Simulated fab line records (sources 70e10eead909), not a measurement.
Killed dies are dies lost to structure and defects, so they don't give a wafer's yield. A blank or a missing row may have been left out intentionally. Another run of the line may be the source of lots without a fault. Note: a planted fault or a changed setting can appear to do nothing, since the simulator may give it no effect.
fab line records + flow nand_harc
[record]
- lots = 6
- wafers = 18
- last_day = 33
route steps=1302 shown A_CONTACT@1046 END@1302
lots with no fault: from the same line, run without faults
start_h: hours from the record's opening day to when the first of the lot's shown wafers began + wait_h: how many hours have passed since the lot's step before this one + " repeats the value in the row above + L1.1+2: a row that stands for several wafers + - no value present, or no start provided + * or withheld: withheld + < > ~ a bound
route shown NAME@n: names a module that has steps shown in the file, with the first one's number in the route + usual: mean/standard deviation of fault-free wafers + same: alike in all rows + chamber/n: place in a boat + sites: each site's reading + _std_site: standard deviation across them + _edge_site: mean of outer sites minus mean of inner sites + radius_mm: for every site, how far away it sits from the centre of the wafer + mask NAME#n: copy n + behind: the most recent tool/chamber to have shaped the wafer + hold: reason for holding the lot/hours on hold/outcome of the hold + device: which transistor (n, p or np) failed to switch + end of line: tests of these same wafers at the route's end + a step without rows: its recipe alone + killed: dies that structure and defects cost at the first sort, which is not the same as the wafer's yield + map: dies across one wafer; x = killed, . = not, _ = none there
set.NAME: the setting the step ran with; set.NAME@STEP: the setting that earlier step ran with + model.NAME: the simulator's own value behind a step, which no gauge read
a table for each step, a row for each wafer; lots at some steps of the route
services: from which hour (start_h, from the record's first day; less than 0 if before it) a tool's chamber was out of use, for how many hours, and why
[[steps]]
[step NHARC_A_CONTACT_ETCH_78]
[recipe]
- target_depth_a = 53000
- over_etch_frac = 0.3
- time_s = 1378
- ion_energy_ev = 150
- o2_flow_sccm = 400
- cos_flow_sccm = 20
- ar_flow_sccm = 0
- rf_w = 500
- bias_w = 300
- chemistry = O2/COS
[usual]
- drypump_motor_current_A = 5.4/0.54
- o2_flow_sccm = 400.2/1.3
- oes_product_au = 1.006/0.01
- rf_vpp_V = 313.8/1.9
- showerhead_plenum_p_Torr = 3.10/0.12
- throttle_valve_pct = 28.330/0.0089
[same]
- over_etch_frac = 0.3
| lot.wafer | tool        | chamber | start_h | wait_h | drypump_motor_current_A | o2_flow_sccm | oes_product_au | rf_hours_counter_h | rf_vpp_V | showerhead_plenum_p_Torr | throttle_valve_pct |
|-----------|-------------|---------|---------|--------|-------------------------|--------------|----------------|--------------------|----------|--------------------------|--------------------|
| L155.1    | rie_diel-04 | 2       | -       | -      | 6.3                     | 402.5        | 1.001          | 50                 | 317.3    | 3.29                     | 28.313             |
| L155.2    | "           | 3       | "       | "      | 5.9                     | 400.4        | 0.991          | 53                 | 312.4    | 3.06                     | 28.330             |
| L155.6    | "           | 3       | "       | "      | 5.9                     | 401.3        | 1.000          | -                  | 312.4    | 3.06                     | 28.333             |
| L157.2    | rie_diel-07 | 2       | -       | -      | 5.4                     | 401.7        | 1.012          | 7                  | 313.3    | 3.12                     | 28.355             |
| L157.3    | "           | 1       | "       | "      | 5.7                     | 400.9        | 1.009          | 6                  | 309.9    | 2.89                     | 28.323             |
| L157.6    | "           | 3       | "       | "      | 5.1                     | 400.4        | 1.002          | -                  | 312.8    | 3.09                     | 28.335             |
| L160.2    | rie_diel-04 | 2       | -       | -      | 6.3                     | 400.3        | 0.997          | 7                  | 315.8    | 3.28                     | 28.328             |
| L160.4    | "           | 3       | "       | "      | 6.0                     | 398.4        | 0.988          | 9                  | 313.3    | 3.05                     | 28.320             |
| L160.5    | "           | 1       | "       | "      | 4.8                     | 399.8        | 1.005          | -                  | 313.4    | 3.06                     | 28.335             |
| L162.3    | rie_diel-13 | 0       | -       | -      | 5.9                     | 399.7        | 1.015          | 18                 | 311.7    | 2.95                     | 28.332             |
| L162.4    | "           | 1       | "       | "      | 5.7                     | 399.7        | 1.009          | 19                 | 313.7    | 3.07                     | 28.329             |
| L162.6    | "           | 3       | "       | "      | 6.6                     | 400.5        | 0.998          | -                  | 313.6    | 3.09                     | 28.327             |
| L163.3    | rie_diel-04 | 1       | -       | -      | 4.8                     | 397.0        | 1.006          | 11                 | 313.4    | 3.06                     | 28.325             |
| L163.4    | "           | 2       | "       | "      | 6.3                     | 400.1        | 1.002          | 11                 | 316.8    | 3.28                     | 28.325             |
| L163.5    | "           | 1       | "       | "      | 4.8                     | 400.0        | 1.007          | -                  | 312.7    | 3.06                     | 28.333             |
| L176.4    | rie_diel-07 | 2       | -       | -      | 5.4                     | 402.5        | 1.003          | 12                 | 314.3    | 3.10                     | 28.327             |
| L176.1    | "           | 1       | "       | "      | 5.8                     | 399.4        | 0.998          | 10                 | 316.1    | 3.37                     | 28.329             |
| L176.6    | "           | 3       | "       | "      | 5.1                     | 400.2        | 1.011          | -                  | 313.4    | 3.07                     | 28.331             |
[step NHARC_A_CONTACT_ETCH_124]
[recipe]
- source_w = withheld
- pressure_mtorr = 20
- bias_v = withheld
- time_s = 140
- target_depth_a = 7000
- ar_flow_sccm = withheld
- c4f8_flow_sccm = withheld
- o2_flow_sccm = withheld
- chemistry = C4F8/O2/Ar
[step NHARC_A_CONTACT_ETCH_125]
[recipe]
- source_w = withheld
- pressure_mtorr = 20
- bias_v = 3000
- time_s = 197
- target_depth_a = 19180
- ar_flow_sccm = withheld
- c4f8_flow_sccm = withheld
- o2_flow_sccm = withheld
- chemistry = C4F8/O2/Ar
[step NHARC_A_CONTACT_ETCH_126]
[recipe]
- source_w = withheld
- pressure_mtorr = 20
- bias_v = 3000
- time_s = 197
- target_depth_a = 19180
- ar_flow_sccm = withheld
- c4f8_flow_sccm = withheld
- o2_flow_sccm = withheld
- chemistry = C4F8/O2/Ar
[step NHARC_A_CONTACT_ETCH_127]
[recipe]
- source_w = withheld
- pressure_mtorr = 20
- bias_v = 3000
- time_s = 197
- target_depth_a = 19180
- ar_flow_sccm = withheld
- c4f8_flow_sccm = withheld
- o2_flow_sccm = withheld
- chemistry = C4F8/O2/Ar
[step NHARC_A_CONTACT_ETCH_128]
[recipe]
- source_w = withheld
- pressure_mtorr = 20
- bias_v = 3000
- time_s = 197
- target_depth_a = 19180
- ar_flow_sccm = withheld
- c4f8_flow_sccm = withheld
- o2_flow_sccm = withheld
- chemistry = C4F8/O2/Ar
| lot.wafer | tool            | chamber | start_h | wait_h | rf_hours_counter_h |
|-----------|-----------------|---------|---------|--------|--------------------|
| L155.1    | har_cap_etch-02 | 0       | 522.37  | 0.1    | 82                 |
| L155.2    | "               | 1       | "       | "      | 82                 |
| L155.6    | "               | 0       | "       | "      | -                  |
| L157.2    | har_cap_etch-01 | 0       | 529.91  | 0.1    | 5                  |
| L157.3    | "               | 0       | "       | "      | -                  |
| L157.6    | "               | 0       | "       | "      | -                  |
| L160.2    | har_cap_etch-01 | 0       | 572.33  | 0.1    | 13                 |
| L160.4    | "               | 0       | "       | "      | -                  |
| L160.5    | "               | 0       | "       | "      | -                  |
| L162.4    | har_cap_etch-02 | 0       | 583.26  | 0.1    | -                  |
| L162.3    | "               | 1       | "       | "      | -                  |
| L162.6    | "               | 0       | "       | "      | -                  |
| L163.4    | har_cap_etch-01 | 1       | 583.73  | 0.1    | -                  |
| L163.3    | "               | 0       | "       | "      | -                  |
| L163.5    | "               | 0       | "       | "      | -                  |
| L176.1    | har_cap_etch-03 | 1       | 723.63  | 0.1    | 79                 |
| L176.4    | "               | 1       | "       | "      | -                  |
| L176.6    | "               | 1       | "       | "      | -                  |
[step NHARC_A_CONTACT_ETCH_129]
[recipe]
- source_w = withheld
- pressure_mtorr = 20
- bias_v = 3000
- time_s = 197
- target_depth_a = 19180
- ar_flow_sccm = withheld
- c4f8_flow_sccm = withheld
- o2_flow_sccm = withheld
- chemistry = C4F8/O2/Ar
[step NHARC_A_CONTACT_ETCH_130]
[recipe]
- source_w = withheld
- pressure_mtorr = 20
- bias_v = 3000
- time_s = 197
- target_depth_a = 19180
- ar_flow_sccm = withheld
- c4f8_flow_sccm = withheld
- o2_flow_sccm = withheld
- chemistry = C4F8/O2/Ar
[step NHARC_A_CONTACT_ETCH_131]
[recipe]
- source_w = withheld
- pressure_mtorr = 20
- bias_v = 3000
- time_s = 197
- target_depth_a = 19180
- ar_flow_sccm = withheld
- c4f8_flow_sccm = withheld
- o2_flow_sccm = withheld
- chemistry = C4F8/O2/Ar
| lot.wafer | tool            | chamber | start_h | wait_h | rf_hours_counter_h |
|-----------|-----------------|---------|---------|--------|--------------------|
| L155.1    | har_cap_etch-02 | 0       | 522.90  | 0.1    | 82                 |
| L155.2    | "               | 1       | "       | "      | 82                 |
| L155.6    | "               | 0       | "       | "      | -                  |
| L157.2    | har_cap_etch-01 | 0       | 530.44  | 0.1    | 6                  |
| L157.3    | "               | 0       | "       | "      | -                  |
| L157.6    | "               | 0       | "       | "      | -                  |
| L160.2    | har_cap_etch-01 | 0       | 572.86  | 0.1    | 14                 |
| L160.4    | "               | 0       | "       | "      | -                  |
| L160.5    | "               | 0       | "       | "      | -                  |
| L162.4    | har_cap_etch-02 | 0       | 583.79  | 0.1    | -                  |
| L162.3    | "               | 1       | "       | "      | -                  |
| L162.6    | "               | 0       | "       | "      | -                  |
| L163.4    | har_cap_etch-01 | 1       | 584.26  | 0.1    | -                  |
| L163.3    | "               | 0       | "       | "      | -                  |
| L163.5    | "               | 0       | "       | "      | -                  |
| L176.1    | har_cap_etch-03 | 1       | 724.16  | 0.1    | 79                 |
| L176.4    | "               | 1       | "       | "      | -                  |
| L176.6    | "               | 1       | "       | "      | -                  |
[step NHARC_A_CONTACT_ETCH_132]
[recipe]
- source_w = withheld
- pressure_mtorr = 20
- bias_v = 3000
- time_s = 197
- target_depth_a = 19240
- ar_flow_sccm = withheld
- c4f8_flow_sccm = withheld
- o2_flow_sccm = withheld
- chemistry = C4F8/O2/Ar
[step NHARC_A_CONTACT_ETCH_133]
[recipe]
- source_w = withheld
- pressure_mtorr = 20
- bias_v = 400
- time_s = 374
- target_depth_a = 16100
- ar_flow_sccm = withheld
- c4f8_flow_sccm = 11.5
- o2_flow_sccm = 7.2
- chemistry = C4F8/O2/Ar
| lot.wafer | tool            | chamber | start_h | wait_h | rf_hours_counter_h |
|-----------|-----------------|---------|---------|--------|--------------------|
| L155.1    | har_cap_etch-02 | 0       | 523.26  | 0.1    | 83                 |
| L155.2    | "               | 1       | "       | "      | 83                 |
| L155.6    | "               | 0       | "       | "      | -                  |
| L157.2    | har_cap_etch-01 | 0       | 530.79  | 0.1    | 6                  |
| L157.3    | "               | 0       | "       | "      | -                  |
| L157.6    | "               | 0       | "       | "      | -                  |
| L160.2    | har_cap_etch-01 | 0       | 573.22  | 0.1    | 14                 |
| L160.4    | "               | 0       | "       | "      | -                  |
| L160.5    | "               | 0       | "       | "      | -                  |
| L162.4    | har_cap_etch-02 | 0       | 584.23  | 0.2    | -                  |
| L162.3    | "               | 1       | "       | "      | -                  |
| L162.6    | "               | 0       | "       | "      | -                  |
| L163.4    | har_cap_etch-01 | 1       | 584.69  | 0.2    | -                  |
| L163.3    | "               | 0       | "       | "      | -                  |
| L163.5    | "               | 0       | "       | "      | -                  |
| L176.1    | har_cap_etch-03 | 1       | 724.51  | 0.1    | 80                 |
| L176.4    | "               | 1       | "       | "      | -                  |
| L176.6    | "               | 1       | "       | "      | -                  |
[step NHARC_A_CONTACT_ETCH_91]
[recipe]
- target_depth_a = 400
- over_etch_frac = 0.5
- time_s = 85.7
- ion_energy_ev = 120
- ch3f_flow_sccm = 50
- o2_flow_sccm = 30
- ar_flow_sccm = 200
- rf_w = 500
- bias_w = 100
- chemistry = CH3F/O2
[usual]
- drypump_motor_current_A = 5.4/0.47
- o2_flow_sccm = 30.01/0.089
- oes_product_au = 0.95/0.034
- rf_vpp_V = 244.0/1.7
- showerhead_plenum_p_Torr = 2.44/0.11
- throttle_valve_pct = 20.662/0.0095
[same]
- over_etch_frac = 0.5
| lot.wafer | tool        | chamber | start_h | wait_h | drypump_motor_current_A | o2_flow_sccm | oes_product_au | rf_hours_counter_h | rf_vpp_V | showerhead_plenum_p_Torr | throttle_valve_pct |
|-----------|-------------|---------|---------|--------|-------------------------|--------------|----------------|--------------------|----------|--------------------------|--------------------|
| L155.1    | rie_diel-07 | 0       | 524.05  | 0.7    | 4.8                     | 29.99        | 1.00           | 5                  | 245.5    | 2.56                     | 20.660             |
| L155.2    | "           | 1       | "       | "      | 5.8                     | 29.86        | 1.01           | 5                  | 242.3    | 2.27                     | 20.670             |
| L155.6    | "           | 1       | "       | "      | 5.8                     | 29.97        | 1.00           | -                  | 242.4    | 2.27                     | 20.662             |
| L157.3    | rie_diel-13 | 3       | 531.59  | 0.6    | 6.6                     | 29.96        | 1.01           | 0                  | 243.5    | 2.44                     | 20.649             |
| L157.2    | "           | 0       | "       | "      | 5.8                     | 29.93        | 1.02           | 0                  | 240.3    | 2.33                     | 20.663             |
| L157.6    | "           | 3       | "       | "      | 6.6                     | 29.92        | 1.01           | -                  | 244.5    | 2.44                     | 20.660             |
| L160.2    | rie_diel-07 | 3       | 574.03  | 0.7    | 5.1                     | 30.03        | 1.01           | 16                 | 243.2    | 2.43                     | 20.664             |
| L160.4    | "           | 0       | "       | "      | 4.8                     | 29.99        | 1.01           | 15                 | 246.1    | 2.55                     | 20.672             |
| L160.5    | "           | 2       | "       | "      | 5.4                     | 30.23        | 1.03           | -                  | 245.7    | 2.45                     | 20.652             |
| L162.4    | rie_diel-07 | 2       | 584.89  | 0.6    | 5.4                     | 30.03        | 1.00           | 16                 | 242.8    | 2.45                     | 20.649             |
| L162.3    | "           | 0       | "       | "      | 4.8                     | 30.15        | 0.98           | 16                 | 244.1    | 2.55                     | 20.669             |
| L162.6    | "           | 1       | "       | "      | 5.8                     | 29.97        | 0.99           | -                  | 242.2    | 2.27                     | 20.661             |
| L163.3    | rie_diel-04 | 1       | 585.34  | 0.5    | 4.8                     | 30.04        | 0.94           | 12                 | 243.7    | 2.41                     | 20.666             |
| L163.4    | "           | 0       | "       | "      | 4.9                     | 30.01        | 0.92           | 15                 | 244.7    | 2.54                     | 20.650             |
| L163.5    | "           | 1       | "       | "      | 4.8                     | 30.17        | 0.93           | -                  | 243.2    | 2.41                     | 20.674             |
| L176.4    | rie_diel-07 | 3       | 725.31  | 0.6    | 5.1                     | 30.00        | 0.93           | 13                 | 243.1    | 2.42                     | 20.673             |
| L176.1    | "           | 1       | "       | "      | 5.8                     | 29.96        | 0.93           | 10                 | 247.0    | 2.66                     | 20.667             |
| L176.6    | "           | 2       | "       | "      | 5.4                     | 30.10        | 0.93           | -                  | 243.6    | 2.44                     | 20.668             |
[step NHARC_A_CONTACT_ETCH_97]
[recipe]
- target_depth_a = 200
- over_etch_frac = 0.5
- time_s = 10
- ion_energy_ev = 250
- c4f6_flow_sccm = 25
- o2_flow_sccm = 20
- ar_flow_sccm = 500
- rf_w = 600
- bias_w = 500
- chemistry = C4F6/O2
[usual]
- drypump_motor_current_A = 5.3/0.48
- o2_flow_sccm = 20.00/0.058
- oes_product_au = 0.969/0.028
- rf_vpp_V = 546/3.4
- showerhead_plenum_p_Torr = 3.91/0.15
- throttle_valve_pct = 26.903/0.0088
[same]
- over_etch_frac = 0.5
| lot.wafer | tool        | chamber | start_h | wait_h | drypump_motor_current_A | o2_flow_sccm | oes_product_au | rf_hours_counter_h | rf_vpp_V | showerhead_plenum_p_Torr | throttle_valve_pct |
|-----------|-------------|---------|---------|--------|-------------------------|--------------|----------------|--------------------|----------|--------------------------|--------------------|
| L155.2    | rie_diel-07 | 2       | 524.20  | -      | 5.4                     | 20.02        | 1.016          | 6                  | 548      | 3.92                     | 26.892             |
| L155.1    | "           | 3       | "       | "      | 5.1                     | 20.07        | 0.997          | 6                  | 547      | 3.88                     | 26.910             |
| L155.6    | "           | 2       | "       | "      | 5.4                     | 20.08        | 1.028          | -                  | 548      | 3.92                     | 26.908             |
| L157.2    | rie_diel-13 | 3       | 531.73  | -      | 6.6                     | 20.03        | 0.994          | 0                  | 547      | 3.89                     | 26.882             |
| L157.3    | "           | 0       | "       | "      | 5.9                     | 20.11        | 1.021          | 0                  | 542      | 3.72                     | 26.902             |
| L157.6    | "           | 2       | "       | "      | 5.1                     | 19.95        | 1.024          | -                  | 542      | 3.70                     | 26.909             |
| L160.2    | rie_diel-07 | 1       | 574.13  | -      | 5.8                     | 20.06        | 1.024          | 15                 | 542      | 3.64                     | 26.898             |
| L160.4    | "           | 0       | "       | "      | 4.8                     | 20.09        | 0.715          | 15                 | 550      | 4.07                     | 26.908             |
| L160.5    | "           | 2       | "       | "      | 5.3                     | 19.90        | 1.020          | -                  | 546      | 3.91                     | 26.897             |
| L162.4    | rie_diel-07 | 0       | 585.01  | -      | 4.8                     | 20.08        | 0.713          | 16                 | 550      | 4.07                     | 26.919             |
| L162.3    | "           | 2       | "       | "      | 5.4                     | 19.96        | 1.009          | 16                 | 547      | 3.91                     | 26.910             |
| L162.6    | "           | 3       | "       | "      | 5.1                     | 19.99        | 0.998          | -                  | 545      | 3.88                     | 26.900             |
| L163.4    | rie_diel-04 | 0       | 585.75  | -      | 4.9                     | 19.98        | 0.946          | 15                 | 549      | 4.04                     | 26.897             |
| L163.3    | "           | 1       | "       | "      | 4.8                     | 19.98        | 0.968          | 13                 | 547      | 3.84                     | 26.883             |
| L163.5    | "           | 3       | "       | "      | 5.9                     | 20.13        | 0.959          | -                  | 546      | 3.84                     | 26.896             |
| L176.1    | rie_diel-07 | 0       | 725.44  | -      | 4.8                     | 20.01        | 0.953          | 9                  | 551      | 4.06                     | 26.911             |
| L176.4    | "           | 1       | "       | "      | 5.8                     | 20.08        | 0.946          | 10                 | 553      | 4.22                     | 26.911             |
| L176.6    | "           | 3       | "       | "      | 5.1                     | 20.07        | 0.957          | -                  | 547      | 3.86                     | 26.919             |
[step NHARC_A_CONTACT_CD_MEAS_80]
[usual]
- cd_nm = 289.7/0.81
| lot.wafer | tool      | chamber | start_h | wait_h | cd_nm |
|-----------|-----------|---------|---------|--------|-------|
| L155.1    | cd_sem-03 | -       | 524.28  | -      | 289.4 |
| L155.2    | "         | -       | "       | "      | 288.7 |
| L155.6    | "         | -       | "       | "      | 288.8 |
| L157.2    | cd_sem-02 | -       | 531.81  | -      | 287.8 |
| L157.3    | "         | -       | "       | "      | 289.8 |
| L157.6    | "         | -       | "       | "      | 289.5 |
| L160.2    | cd_sem-03 | -       | 574.23  | -      | 291.2 |
| L160.4    | "         | -       | "       | "      | 289.8 |
| L160.5    | "         | -       | "       | "      | 290.2 |
| L162.3    | cd_sem-03 | -       | 585.10  | -      | 289.3 |
| L162.4    | "         | -       | "       | "      | 290.1 |
| L162.6    | "         | -       | "       | "      | 289.5 |
| L163.3    | cd_sem-03 | -       | 585.84  | -      | 290.1 |
| L163.4    | "         | -       | "       | "      | 289.8 |
| L163.5    | "         | -       | "       | "      | 290.0 |
| L176.1    | cd_sem-01 | -       | 725.51  | -      | 290.6 |
| L176.4    | "         | -       | "       | "      | 291.1 |
| L176.6    | "         | -       | "       | "      | 290.3 |
[step NHARC_END_SORT_01]
[recipe]
- temp_c = 25
[usual]
- killed_at_array = 52/16
- killed_at_other = 0.8/0.98
- killed_at_periphery = 4.2/2.9
- killed_dies = 57/16
- killed_open = 3.3/1.9
- killed_short = 2.5/1.5
[same]
- gross_dies = 677
| lot.wafer | tool      | chamber | start_h | wait_h | killed_at_array | killed_at_other | killed_at_periphery | killed_dies | killed_open | killed_short |
|-----------|-----------|---------|---------|--------|-----------------|-----------------|---------------------|-------------|-------------|--------------|
| L160.2    | prober-02 | 0       | 625.46  | 2.7    | 49              | 0               | 6                   | 55          | 4           | 2            |
| L160.4    | prober-02 | 0       | 627.05  | 3.4    | 672             | 1               | 4                   | 677         | 3           | 2            |
| L160.5    | prober-02 | 0       | 627.85  | 3.7    | 72              | 0               | 5                   | 77          | 4           | 4            |
| L163.3    | prober-02 | 0       | 641.67  | 3.1    | 54              | 1               | 0                   | 55          | 3           | 3            |
| L163.4    | prober-02 | 0       | 642.47  | 3.4    | 59              | 3               | 1                   | 63          | 2           | 1            |
| L163.5    | prober-02 | 0       | 643.26  | 3.7    | 52              | 2               | 2                   | 56          | 3           | 3            |
| L162.4    | prober-01 | 0       | 642.47  | 3.4    | 667             | 0               | 10                  | 677         | 4           | 2            |
// killed by level:class
L160.2 A_CHANNEL_HOLE_D2:chamber_film_flake=18 A_SLIT:chamber_film_flake=14 A_STAIRCASE:chamber_film_flake=5 A_M1:chamber_film_flake=4 A_CHANNEL_HOLE_D1:chamber_film_flake=3 A_CONTACT:chamber_film_flake=3 P_CONTACT:geometric_particle:open=2 P_CONTACT:geometric_particle:short=1
L160.4 A_CONTACT:area_etch=609 A_SLIT:chamber_film_flake=23 A_CHANNEL_HOLE_D2:chamber_film_flake=20 A_STAIRCASE:chamber_film_flake=4 A_M1:chamber_film_flake=4 A_CHANNEL_HOLE_D1:chamber_film_flake=3 A_SGD_CUT:chamber_film_flake=2 P_GATE:geometric_particle:open=1
L160.5 A_CHANNEL_HOLE_D2:chamber_film_flake=29 A_SLIT:chamber_film_flake=26 A_CHANNEL_FILL_D1:chamber_film_flake=3 A_M0:chamber_film_flake=3 A_CHANNEL_HOLE_D1:chamber_film_flake=2 A_STAIRCASE:chamber_film_flake=2 P_CONTACT:geometric_particle:short=1 P_M0:geometric_particle:short=1
L163.3 A_CHANNEL_HOLE_D1:chamber_film_flake=32 A_CHANNEL_HOLE_D2:chamber_film_flake=9 A_STAIRCASE:chamber_film_flake=4 A_CHANNEL_FILL_D1:chamber_film_flake=2 A_WL_FILL:chamber_film_flake=2 A_CHANNEL_HOLE_D1:geometric_particle:short=1 A_CHANNEL_FILL_D1:geometric_particle:open=1 A_CHANNEL_HOLE_D2:geometric_particle:short=1
L163.4 A_CHANNEL_HOLE_D2:chamber_film_flake=24 A_CHANNEL_HOLE_D1:chamber_film_flake=23 A_STAIRCASE:chamber_film_flake=4 THIN_TSV:chamber_film_flake=3 A_WL_FILL:chamber_film_flake=2 A_CHANNEL_FILL_D1:geometric_particle:short=1 A_ONON_D2:geometric_particle:open=1 A_M1:geometric_particle:open=1
L162.4 A_CONTACT:area_etch=608 A_SLIT:chamber_film_flake=30 A_CHANNEL_HOLE_D2:chamber_film_flake=14 P_CONTACT:chamber_film_flake=5 A_STAIRCASE:chamber_film_flake=4 A_WL_FILL:chamber_film_flake=4 A_CHANNEL_FILL_D1:chamber_film_flake=2 P_M0:geometric_particle:open=1
L163.5 A_CHANNEL_HOLE_D1:chamber_film_flake=28 A_CHANNEL_HOLE_D2:chamber_film_flake=13 A_STAIRCASE:chamber_film_flake=3 A_ONON_D1:geometric_particle:open=2 A_WL_FILL:geometric_particle:short=2 A_ZERO_WELL:chamber_film_flake=2 THIN_TSV:chamber_film_flake=2 P_GATE:geometric_particle:open=1
// map L160.4 (x killed, . not)
____________x____________
_________xxxxxxx_________
_______xxxxxxxxxxx_______
______xxxxxxxxxxxxx______
_____xxxxxxxxxxxxxxx_____
____xxxxxxxxxxxxxxxxx____
____xxxxxxxxxxxxxxxxx____
___xxxxxxxxxxxxxxxxxxx___
___xxxxxxxxxxxxxxxxxxx___
__xxxxxxxxxxxxxxxxxxxxx__
__xxxxxxxxxxxxxxxxxxxxx__
_xxxxxxxxxxxxxxxxxxxxxxx_
_xxxxxxxxxxxxxxxxxxxxxxx_
_xxxxxxxxxxxxxxxxxxxxxxx_
_xxxxxxxxxxxxxxxxxxxxxxx_
_xxxxxxxxxxxxxxxxxxxxxxx_
xxxxxxxxxxxxxxxxxxxxxxxxx
xxxxxxxxxxxxxxxxxxxxxxxxx
xxxxxxxxxxxxxxxxxxxxxxxxx
xxxxxxxxxxxxxxxxxxxxxxxxx
xxxxxxxxxxxxxxxxxxxxxxxxx
_xxxxxxxxxxxxxxxxxxxxxxx_
_xxxxxxxxxxxxxxxxxxxxxxx_
_xxxxxxxxxxxxxxxxxxxxxxx_
_xxxxxxxxxxxxxxxxxxxxxxx_
_xxxxxxxxxxxxxxxxxxxxxxx_
__xxxxxxxxxxxxxxxxxxxxx__
__xxxxxxxxxxxxxxxxxxxxx__
___xxxxxxxxxxxxxxxxxxx___
___xxxxxxxxxxxxxxxxxxx___
____xxxxxxxxxxxxxxxxx____
____xxxxxxxxxxxxxxxxx____
_____xxxxxxxxxxxxxxx_____
______xxxxxxxxxxxxx______
_______xxxxxxxxxxx_______
_________xxxxxxx_________
____________x____________
// map L162.4 (x killed, . not)
____________x____________
_________xxxxxxx_________
_______xxxxxxxxxxx_______
______xxxxxxxxxxxxx______
_____xxxxxxxxxxxxxxx_____
____xxxxxxxxxxxxxxxxx____
____xxxxxxxxxxxxxxxxx____
___xxxxxxxxxxxxxxxxxxx___
___xxxxxxxxxxxxxxxxxxx___
__xxxxxxxxxxxxxxxxxxxxx__
__xxxxxxxxxxxxxxxxxxxxx__
_xxxxxxxxxxxxxxxxxxxxxxx_
_xxxxxxxxxxxxxxxxxxxxxxx_
_xxxxxxxxxxxxxxxxxxxxxxx_
_xxxxxxxxxxxxxxxxxxxxxxx_
_xxxxxxxxxxxxxxxxxxxxxxx_
xxxxxxxxxxxxxxxxxxxxxxxxx
xxxxxxxxxxxxxxxxxxxxxxxxx
xxxxxxxxxxxxxxxxxxxxxxxxx
xxxxxxxxxxxxxxxxxxxxxxxxx
xxxxxxxxxxxxxxxxxxxxxxxxx
_xxxxxxxxxxxxxxxxxxxxxxx_
_xxxxxxxxxxxxxxxxxxxxxxx_
_xxxxxxxxxxxxxxxxxxxxxxx_
_xxxxxxxxxxxxxxxxxxxxxxx_
_xxxxxxxxxxxxxxxxxxxxxxx_
__xxxxxxxxxxxxxxxxxxxxx__
__xxxxxxxxxxxxxxxxxxxxx__
___xxxxxxxxxxxxxxxxxxx___
___xxxxxxxxxxxxxxxxxxx___
____xxxxxxxxxxxxxxxxx____
____xxxxxxxxxxxxxxxxx____
_____xxxxxxxxxxxxxxx_____
______xxxxxxxxxxxxx______
_______xxxxxxxxxxx_______
_________xxxxxxx_________
____________x____________
[[services]]
| tool            | chamber | start_h | hours | kind   |
|-----------------|---------|---------|-------|--------|
| har_cap_etch-01 | -       | 497.00  | 17.0  | pm     |
| rie_diel-07     | 0       | 504.80  | -     | clean  |
| rie_diel-07     | 1       | 504.80  | -     | clean  |
| rie_diel-07     | 2       | 504.80  | -     | clean  |
| rie_diel-07     | 3       | 504.80  | -     | clean  |
| rie_diel-13     | -       | 521.84  | 9.0   | pm     |
| rie_diel-07     | 0       | 529.33  | -     | clean  |
| rie_diel-07     | 1       | 529.33  | -     | clean  |
| rie_diel-07     | 2       | 529.33  | -     | clean  |
| rie_diel-07     | 3       | 529.33  | -     | clean  |
| rie_diel-04     | -       | 531.98  | 9.0   | pm     |
| rie_diel-07     | 0       | 553.83  | -     | clean  |
| rie_diel-07     | 1       | 553.83  | -     | clean  |
| rie_diel-07     | 2       | 553.83  | -     | clean  |
| rie_diel-07     | 3       | 553.83  | -     | clean  |
| rie_diel-07     | 0       | 578.35  | -     | clean  |
| rie_diel-07     | 1       | 578.35  | -     | clean  |
| rie_diel-07     | 2       | 578.35  | -     | clean  |
| rie_diel-07     | 3       | 578.35  | -     | clean  |
| rie_diel-07     | 2       | 620.37  | 1.4   | repair |
| rie_diel-07     | -       | 648.30  | 9.0   | pm     |
| rie_diel-04     | -       | 666.79  | 1.2   | repair |
| rie_diel-13     | -       | 701.05  | 9.0   | pm     |
| rie_diel-04     | -       | 708.98  | 9.0   | pm     |
[[key]]
[first_sign]
- step = NHARC_A_CONTACT_ETCH_97
- reading = oes_product_au
- direction = down
- sigmas = 9.3
- usual = 0.969
- struck = 0.714
[effect]
- step = NHARC_END_SORT_01
- reading = killed_at_array
- direction = up
- sigmas = 39
- usual = 52
- struck = 670
[more_kills_born_at]
- NHARC_A_CONTACT_ETCH_97@rie_diel-07 = 1217
met_at NHARC_A_CONTACT_ETCH_97
struck_wafers L160.4,L162.4
later_rows_left_out L160.4,L162.4
tester_left_out L160,L162
[fault]
- kind = process_parameter_drift
- tool = rie_diel-07
- chamber = 0
- onset_h = 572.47
- steps = NHARC_A_CONTACT_ETCH_97
- channel = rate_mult
- offset = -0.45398
- shape = step
- end_h = 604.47
// tester_left_out: of these lots the tester's yield and bins aren't shown, on N5 and GAA mostly nor the transistor test; their killed dies are dies lost to structure and defects alone, not to doping, threshold or leakage, so they don't give the yield
// later_rows_left_out: the simulator's readings of these wafers behind a module that went badly wrong aren't trusted and aren't shown, but for the sort
